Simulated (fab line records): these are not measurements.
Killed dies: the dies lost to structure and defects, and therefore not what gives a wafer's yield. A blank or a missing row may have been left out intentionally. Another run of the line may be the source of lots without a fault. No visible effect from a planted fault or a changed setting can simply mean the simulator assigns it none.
Chamber matching ; flow nand harc ; rie diel-03 running NHARC_P_M1_STRIP_18: 4 sister chambers
The step strips in N2/H2. 4 wafers are shown with their chamber, then 8 later ones without.

## EACH WAFER AND ITS CHAMBER
wafer;chamber;drypump motor current A (A)
L078.2;1;6.14
L078.4;0;5.83
L080.1;3;5.54
L085.4;2;6.00

## WAFERS WITHOUT THEIR CHAMBER
wafer;drypump motor current A (A)
L085.5;6.00
L085.6;6.13
L087.1;5.52
L087.2;6.01
L087.4;6.13
L086.2;6.12
L086.4;6.03
L086.6;6.12

## WHICH CHAMBER EACH ONE RAN IN
wafer;from the rows above;in truth
L085.5;2;2
L085.6;1;1
L087.1;3;3
L087.2;2;2
L087.4;1;1
L086.2;1;1
L086.4;2;2
L086.6;1;1
Placed correctly: 8 of 8. From these rows, 0 cannot be placed. Wrongly placed: 0.
How it was worked out, from the rows above alone: a wafer's distance from a chamber is the root of the sum, over the readings, of the square of ((its reading less the chamber's mean) divided by the reading's scatter). The wafer belongs to the nearest chamber; if the next one is less than 2 further off, it can't be placed. For every chamber, the mean is computed from those of its wafers that are shown. The scatter: root of mean squared gap, hidden wafer to nearest shown wafer, with one shown wafer a chamber.
